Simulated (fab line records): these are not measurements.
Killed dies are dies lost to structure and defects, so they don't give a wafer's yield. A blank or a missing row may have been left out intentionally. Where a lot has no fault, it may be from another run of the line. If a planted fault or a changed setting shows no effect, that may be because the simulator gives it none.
Which tool did it? | flow n5 finfet | 10 lots with 28 wafers sampled at 5 steps, on a route of 1938 steps

WHAT THE GAUGES READ, wafer by wafer
N5_BEOL_M4_RC_MEAS_101.
lot  | measured     | on        | DIBL_N (mV/V)
L846 | day 8 23:34  | prober-01 | 34.6 34.2 36.5
L848 | day 9 18:59  | prober-01 | 35.4 35.3 35.5
L849 | day 10 00:52 | prober-01 | 37.5 37.3 39.3
L851 | day 10 05:20 | prober-01 | 37.9 37.2 36.4
L854 | day 11 07:54 | prober-02 | 36.4 34.4
L855 | day 12 03:02 | prober-01 | 38.0 36.6
L863 | day 15 02:28 | prober-02 | 36.9 39.5 38.2
L864 | day 15 02:38 | prober-01 | 38.0 35.9 35.7
L868 | day 15 20:00 | prober-01 | 33.8 35.6 36.2
L867 | day 16 03:17 | prober-02 | 35.3 34.8 34.6

TOOL THAT RAN EACH LOT (tool first, then ch and the chambers of the sampled wafers, then the start)
lot  | N5_BEOL_M3_SPUTTER_86        | N5_BEOL_M3_SPUTTER_92        | N5_BEOL_M3_CO_CAP_55             | N5_BEOL_M4_ILD_DEP_00
L846 | pvd sputter-03, day 8 09:24  | pvd sputter-03, day 8 10:04  | cvd co-01 ch 0,1,2, day 8 11:22  | pecvd-04 ch 0,1,2, day 8 11:37
L848 | pvd sputter-01, day 8 23:19  | pvd sputter-01, day 8 23:58  | cvd co-02 ch 0,1,2, day 9 01:19  | pecvd-04 ch 0,1,2, day 9 01:32
L849 | pvd sputter-02, day 9 08:45  | pvd sputter-02, day 9 09:25  | cvd co-02 ch 0,2, day 9 10:48    | pecvd-04 ch 0,1, day 9 11:02
L851 | pvd sputter-02, day 9 18:42  | pvd sputter-02, day 9 19:22  | cvd co-02 ch 0,1,2, day 9 20:40  | pecvd-02 ch 0,2, day 9 20:55
L854 | pvd sputter-01, day 10 11:15 | pvd sputter-01, day 10 11:55 | cvd co-02 ch 0,2, day 10 13:13   | pecvd-03 ch 1,2, day 10 13:29
L855 | pvd sputter-03, day 10 23:40 | pvd sputter-03, day 11 00:19 | cvd co-02 ch 0,1, day 11 01:40   | pecvd-03 ch 1,2, day 11 01:53
L863 | pvd sputter-01, day 13 16:26 | pvd sputter-01, day 13 17:06 | cvd co-01 ch 0,1, day 13 18:44   | pecvd-04 ch 0,1,2, day 13 18:59
L864 | pvd sputter-03, day 13 21:13 | pvd sputter-03, day 13 21:52 | cvd co-01 ch 0,2, day 13 23:11   | pecvd-04 ch 0,1, day 13 23:25
L868 | pvd sputter-02, day 14 05:56 | pvd sputter-02, day 14 06:36 | cvd co-01 ch 0,1,2, day 14 08:46 | pecvd-03 ch 0,2, day 14 09:02
L867 | pvd sputter-01, day 14 11:01 | pvd sputter-01, day 14 11:41 | cvd co-01 ch 0,1,2, day 14 13:00 | pecvd-04 ch 0,2, day 14 13:15
- N5_BEOL_M3_SPUTTER_86: material Cu, target thk 4.5 nm, time 8.29 s.
- N5_BEOL_M3_SPUTTER_92: material Cu, target thk 4.5 nm, time 8.29 s.
- N5_BEOL_M3_CO_CAP_55: material Co, precursor CCTBA/H2, target thk 2 nm, time 102.1 s.
- N5_BEOL_M4_ILD_DEP_00: deposits SiOC from DEMS/O2, target thk 79 nm, time 15.3 s.

THE ANSWER, worked out from the rows above alone
Rule: the usual values come from the lots themselves. The widest of any qualifying gaps counts: lots, ordered by their means at a reading, are off when they make up no more than a third of the lots, leave a main group of 4 or more, and stand apart from it by 3 or more times the standard deviation of that group's means. A main group is skipped when, at the precision printed for the reading in the tables above, its means are all equal. A lot without any number at a reading at which 4 lots or more have one is off too. The other lots that the step has rows for count as sound.
None of the lots is off at any reading shown; this tells nothing.

WHAT THE SIMULATOR HAD INSERTED
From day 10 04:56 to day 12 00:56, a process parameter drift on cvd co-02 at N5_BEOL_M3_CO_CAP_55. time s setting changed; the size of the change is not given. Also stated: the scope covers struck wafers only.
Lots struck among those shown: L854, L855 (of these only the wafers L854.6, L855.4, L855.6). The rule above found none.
